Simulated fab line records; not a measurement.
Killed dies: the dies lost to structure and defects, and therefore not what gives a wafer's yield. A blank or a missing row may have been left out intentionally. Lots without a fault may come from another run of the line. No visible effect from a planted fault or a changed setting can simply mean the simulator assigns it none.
Which tool did it?    flow nand_harc    24 lots, 72 wafers sampled, at 6 steps of a route of 1302

## WHAT THE GAUGES SHOWED, per wafer
NHARC_A_SLIT_CD_MEAS_09: target cd 300 nm. Usual: cd_nm at 300.0 nm, with a standard deviation of 0.48.
lot   measured      on         cd_nm (nm)         flag
L074  day 20 02:58  cd_sem-01  299.5 299.6 299.7  
L075  day 20 07:15  cd_sem-03  300.7 299.8 299.8  
L078  day 21 00:15  cd_sem-03  299.6 299.7 298.9  
L077  day 20 21:26  cd_sem-01  300.2 299.5 299.5  
L079  day 20 22:59  cd_sem-02  299.4 300.3 299.6  
L076  day 21 01:15  cd_sem-02  300.6 300.8 299.6  
L080  day 21 19:31  cd_sem-01  300.0 299.8 300.4  
L082  day 22 11:13  cd_sem-03  299.5 299.4 299.6  
L081  day 23 00:26  cd_sem-02  299.5 300.0 299.9  
L083  day 23 12:05  cd_sem-03  300.2 300.1 299.8  
L084  day 23 19:51  cd_sem-02  300.0 299.6 300.3  
L085  day 24 04:13  cd_sem-02  300.3 300.1 300.3  
L086  day 24 04:04  cd_sem-01  300.2 299.1 300.6  
L087  day 25 00:13  cd_sem-01  300.3 300.4 300.3  
L089  day 25 21:32  cd_sem-03  300.6 300.1 299.8  
L088  day 25 17:40  cd_sem-03  299.5 298.6 299.0  
L090  day 26 14:23  cd_sem-03  300.0 300.4 299.9  
L091  day 26 23:56  cd_sem-03  300.6 300.0 300.4  
L092  day 27 00:10  cd_sem-02  299.9 299.9 299.9  
L094  day 27 15:09  cd_sem-03  299.6 299.6 300.3  
L093  day 27 14:35  cd_sem-03  300.5 300.5 299.9  
L096  day 28 17:17  cd_sem-02  300.6 301.4 300.4  
L095  day 29 12:00  cd_sem-02  300.2 300.5 300.5  
L097  day 30 01:32  cd_sem-03  299.6 299.9 299.6  

NHARC_A_CONTACT_OVL_MEAS_70. Usual: overlay_x_nm 0.0 nm, standard deviation 0.65; overlay_y_nm -0.2 nm, standard deviation 0.69.
lot   measured      on          overlay_x_nm (nm)  overlay_y_nm (nm)  flag
L074  day 22 03:52  overlay-02  0.0 0.2 0.2        -0.2 0.2 -0.6      
L075  day 22 15:43  overlay-01  0.4 0.5 0.7        -0.4 0.0 -0.1      
L078  day 23 03:31  overlay-02  0.0 0.4 0.7        -0.8 -0.9 -0.8     
L077  day 22 21:16  overlay-02  0.2 -0.1 0.1       -0.9 -0.8 -0.2     
L079  day 22 20:42  overlay-02  0.4 0.3 0.7        -0.7 -0.6 -1.0     
L076  day 23 04:12  overlay-02  -1.2 -0.6 -1.2     -0.6 0.0 0.1       
L080  day 23 20:47  overlay-01  -0.6 -0.5 -0.9     -1.1 -1.5 -0.9     
L082  day 24 10:31  overlay-02  -0.4 -0.6 -0.4     -0.5 -0.6 -0.3     
L081  day 25 01:12  overlay-01  -0.1 -0.4 0.0      0.0 -0.5 0.0       
L083  day 25 14:28  overlay-02  -1.2 -1.3 -1.4     0.9 1.5 1.3        
L084  day 25 22:05  overlay-02  -0.3 0.1 -0.6      -0.1 -0.2 0.0      
L085  day 26 05:25  overlay-01  -1.2 -1.1 -1.0     -1.1 -0.9 -0.6     
L086  day 26 04:35  overlay-02  -0.3 -0.2 -0.1     0.3 0.7 0.3        
L087  day 27 04:49  overlay-02  0.0 0.7 0.5        0.3 0.8 0.3        
L089  day 27 21:44  overlay-01  0.3 0.5 -0.5       -1.0 -0.1 -0.2     
L088  day 27 20:47  overlay-01  0.6 0.3 0.0        -0.1 -0.1 -0.1     
L090  day 28 16:26  overlay-01  0.4 0.3 0.0        -0.5 -0.5 0.1      
L091  day 29 00:16  overlay-02  1.1 0.9 1.4        0.4 0.7 0.6        
L092  day 29 10:00  overlay-02  -0.4 0.0 -0.2      -1.0 -0.5 -0.7     
L094  day 29 18:56  overlay-02  -1.3 -0.5 -0.5     0.9 0.6 1.0        
L093  day 29 21:10  overlay-01  0.9 0.6 1.5        -0.8 -0.7 -1.2     
L096  day 30 21:44  overlay-01  -0.6 -0.3 -1.0     0.0 -0.6 -0.4      
L095  day 31 18:10  overlay-02  0.1 0.6 0.4        0.8 1.4 1.0        
L097  day 32 07:55  overlay-02  -0.1 -0.1 -0.8     -0.5 0.0 -0.1      

NHARC_A_CONTACT_INSPECT_71. Usual: raw_defect_count at 84, with a standard deviation of 38.
lot   measured      on                 raw_defect_count  flag
L074  day 22 03:54  defect_inspect-02  83 61 65          
L075  day 22 15:45  defect_inspect-02  113 130 115       
L078  day 23 03:32  defect_inspect-02  19 27 19          
L077  day 22 21:18  defect_inspect-02  13 15 13          
L079  day 22 20:44  defect_inspect-02  143 128 147       
L076  day 23 04:14  defect_inspect-02  157 147 157       
L080  day 23 20:50  defect_inspect-01  117 124 106       
L082  day 24 10:32  defect_inspect-01  116 115 121       
L081  day 25 01:14  defect_inspect-02  89 77 85          
L083  day 25 14:31  defect_inspect-02  77 75 71          
L084  day 25 22:07  defect_inspect-01  80 93 88          
L085  day 26 05:27  defect_inspect-02  98 91 87          
L086  day 26 04:37  defect_inspect-02  25 15 21          
L087  day 27 04:50  defect_inspect-01  57 67 73          
L089  day 27 21:46  defect_inspect-01  64 68 75          
L088  day 27 20:49  defect_inspect-02  132 134 141       
L090  day 28 16:28  defect_inspect-02  147 141 136       
L091  day 29 00:19  defect_inspect-01  84 82 83          
L092  day 29 10:02  defect_inspect-01  56 56 53          
L094  day 29 18:58  defect_inspect-02  78 72 59          
L093  day 29 21:11  defect_inspect-01  66 65 67          
L096  day 30 21:47  defect_inspect-01  56 77 67          
L095  day 31 18:11  defect_inspect-02  82 83 78          
L097  day 32 07:57  defect_inspect-01  88 85 101         

## WHICH TOOL RAN EACH LOT (tool, then ch and the chambers of the sampled wafers, then the start)
lot   NHARC_A_STAIRCASE_STRIP_446           NHARC_A_SGD_CUT_DEP_00           NHARC_A_WL_FILL_ALD_19
L074  plasma_asher-01 ch 1, day 19 04:55    pecvd-02 ch 0,2, day 19 07:46    ald_metal-02 ch 0,2,3, day 21 10:04
L075  plasma_asher-01 ch 0,1, day 19 15:08  pecvd-02 ch 0,1,2, day 19 17:49  ald_metal-02 ch 2,3, day 21 22:31
L078  plasma_asher-01 ch 0,1, day 20 06:02  pecvd-03 ch 0,1,2, day 20 08:43  ald_metal-02 ch 0,3, day 22 10:28
L077  plasma_asher-02 ch 0,1, day 20 06:07  pecvd-01 ch 0,1, day 20 08:40    ald_metal-04 ch 0,1, day 22 03:29
L079  plasma_asher-01 ch 0,1, day 20 06:19  pecvd-01 ch 0,1,2, day 20 08:58  ald_metal-02 ch 0,1,2, day 22 03:29
L076  plasma_asher-02 ch 0,1, day 20 08:53  pecvd-03 ch 0,1,2, day 20 11:35  ald_metal-04 ch 0,2,3, day 22 10:28
L080  plasma_asher-02 ch 0,1, day 21 03:17  pecvd-01 ch 0,1,2, day 21 06:02  ald_metal-02 ch 0,1,3, day 23 02:17
L082  plasma_asher-02 ch 0,1, day 21 19:59  pecvd-02 ch 0,1,2, day 21 22:41  ald_metal-02 ch 1,2,3, day 23 17:07
L081  plasma_asher-02 ch 0,1, day 22 07:13  pecvd-02 ch 1,2, day 22 09:50    ald_metal-01 ch 0,1,3, day 24 07:02
L083  plasma_asher-02 ch 0,1, day 22 21:04  pecvd-03 ch 0,2, day 22 23:46    ald_metal-02 ch 0,1,3, day 24 21:15
L084  plasma_asher-01 ch 0,1, day 23 04:58  pecvd-01 ch 0,1,2, day 23 07:35  ald_metal-02 ch 0,1,3, day 25 02:49
L085  plasma_asher-02 ch 0,1, day 23 11:13  pecvd-01 ch 0,2, day 23 13:54    ald_metal-04 ch 2,3, day 25 11:44
L086  plasma_asher-01 ch 0,1, day 23 11:19  pecvd-03 ch 1,2, day 23 13:59    ald_metal-02 ch 0,2,3, day 25 11:46
L087  plasma_asher-01 ch 0,1, day 24 09:08  pecvd-03 ch 0,2, day 24 11:58    ald_metal-01 ch 0,2, day 26 06:50
L089  plasma_asher-01 ch 0,1, day 25 00:16  pecvd-02 ch 0,1,2, day 25 02:56  ald_metal-01 ch 1,2,3, day 27 03:35
L088  plasma_asher-01 ch 0,1, day 25 00:59  pecvd-03 ch 0,1,2, day 25 03:45  ald_metal-04 ch 1,2,3, day 27 03:35
L090  plasma_asher-01 ch 0,1, day 25 20:52  pecvd-01 ch 1,2, day 25 23:35    ald_metal-04 ch 1,2, day 27 22:52
L091  plasma_asher-02 ch 0,1, day 26 04:22  pecvd-02 ch 0,2, day 26 07:03    ald_metal-02 ch 0,1, day 28 07:12
L092  plasma_asher-01 ch 0,1, day 26 04:35  pecvd-03 ch 0,1,2, day 26 07:22  ald_metal-02 ch 1,3, day 28 09:56
L094  plasma_asher-01 ch 0,1, day 26 23:07  pecvd-01 ch 0,2, day 27 01:48    ald_metal-01 ch 0,1,2, day 28 21:08
L093  plasma_asher-02 ch 0,1, day 26 23:15  pecvd-03 ch 0,1,2, day 27 01:49  ald_metal-04 ch 1,2, day 28 21:06
L096  plasma_asher-01 ch 0,1, day 28 01:41  pecvd-01 ch 0,1,2, day 28 04:23  ald_metal-01 ch 0,2,3, day 30 02:28
L095  plasma_asher-01 ch 0,1, day 28 13:45  pecvd-02 ch 0,2, day 28 16:26    ald_metal-02 ch 0,2,3, day 31 00:08
L097  plasma_asher-02 ch 0,1, day 29 07:12  pecvd-03 ch 0,2, day 29 09:48    ald_metal-04 ch 2,3, day 31 08:29
- NHARC_A_STAIRCASE_STRIP_446: strips in O2.
- NHARC_A_SGD_CUT_DEP_00: deposits SiNx, target thk 50 nm.
- NHARC_A_WL_FILL_ALD_19: deposits TiN, target thk 2 nm, pulse time 3 s, ald cycles 100.

## WHAT THE TOOLS THEMSELVES READ (means of the sampled wafers that have a number; where no wafer has one, the mark that the record gives instead)
NHARC_A_STAIRCASE_STRIP_446. Usual: drypump_motor_current_A 5.44 A, standard deviation 0.29; heater_power_w 310 W, standard deviation 21.
lot   tool             drypump_motor_current_A (A)  heater_power_w (W)  flag
L074  plasma_asher-01  5.74                         339                 
L075  plasma_asher-01  5.49                         310                 
L078  plasma_asher-01  5.60                         326                 
L077  plasma_asher-02  5.15                         313                 
L079  plasma_asher-01  5.48                         310                 
L076  plasma_asher-02  5.16                         303                 
L080  plasma_asher-02  5.17                         305                 
L082  plasma_asher-02  5.40                         295                 
L081  plasma_asher-02  5.17                         304                 
L083  plasma_asher-02  5.40                         288                 
L084  plasma_asher-01  5.50                         310                 
L085  plasma_asher-02  5.16                         305                 
L086  plasma_asher-01  5.48                         309                 
L087  plasma_asher-01  5.61                         325                 
L089  plasma_asher-01  5.51                         315                 
L088  plasma_asher-01  5.62                         327                 
L090  plasma_asher-01  5.51                         313                 
L091  plasma_asher-02  5.39                         295                 
L092  plasma_asher-01  5.61                         323                 
L094  plasma_asher-01  5.62                         323                 
L093  plasma_asher-02  5.40                         306                 
L096  plasma_asher-01  5.50                         311                 
L095  plasma_asher-01  5.50                         307                 
L097  plasma_asher-02  5.16                         313                 

NHARC_A_SGD_CUT_DEP_00. Usual: heater_power_w at 741 W, with a standard deviation of 120.
lot   tool      heater_power_w (W)  flag
L074  pecvd-02  794                 
L075  pecvd-02  824                 
L078  pecvd-03  666                 
L077  pecvd-01  848                 
L079  pecvd-01  796                 
L076  pecvd-03  666                 
L080  pecvd-01  771                 
L082  pecvd-02  746                 
L081  pecvd-02  736                 
L083  pecvd-03  678                 
L084  pecvd-01  772                 
L085  pecvd-01  737                 
L086  pecvd-03  710                 
L087  pecvd-03  679                 
L089  pecvd-02  811                 
L088  pecvd-03  649                 
L090  pecvd-01  727                 
L091  pecvd-02  921                 
L092  pecvd-03  646                 
L094  pecvd-01  722                 
L093  pecvd-03  647                 
L096  pecvd-01  775                 
L095  pecvd-02  764                 
L097  pecvd-03  584                 

NHARC_A_WL_FILL_ALD_19. Usual: heater_power_w 1123 W, standard deviation 110; precursor_pulse_height_rel 1.000, standard deviation 0.018.
lot   tool          heater_power_w (W)  precursor_pulse_height_rel  flag
L074  ald_metal-02  1165                1.012                       
L075  ald_metal-02  1071                0.994                       
L078  ald_metal-02  1227                1.015                       
L077  ald_metal-04  1103                0.995                       
L079  ald_metal-02  1072                0.991                       
L076  ald_metal-04  1078                1.005                       
L080  ald_metal-02  1171                0.997                       
L082  ald_metal-02  1111                0.987                       
L081  ald_metal-01  1113                1.019                       
L083  ald_metal-02  1191                0.991                       
L084  ald_metal-02  1186                1.011                       
L085  ald_metal-04  1076                0.995                       
L086  ald_metal-02  1170                1.010                       
L087  ald_metal-01  1155                0.994                       
L089  ald_metal-01  1157                0.990                       
L088  ald_metal-04  1070                0.995                       
L090  ald_metal-04  1048                1.001                       
L091  ald_metal-02  1102                1.004                       
L092  ald_metal-02  1099                0.987                       
L094  ald_metal-01  1096                1.013                       
L093  ald_metal-04  1007                0.989                       
L096  ald_metal-01  1216                1.000                       
L095  ald_metal-02  1180                1.001                       
L097  ald_metal-04  1086                1.005                       

## THE ANSWER, worked out from the rows above alone
Rule: a lot is off if the mean of its wafers that have a number lies more than 3 standard deviations from the usual mean. Also off: a lot with no number at a reading for which 4 or more lots have one. All remaining lots with rows at the step are treated as sound. Order of review: gauges by route order, followed by the tools' own readings, for which a lot's mean as printed above is used. The first step at which some lot is off is used, and at that step the reading that is off furthest; a lot without a number counts as furthest.
Across all readings shown, no lot is off: no conclusion can be drawn from this.

## WHAT WAS PUT IN BY THE SIMULATOR
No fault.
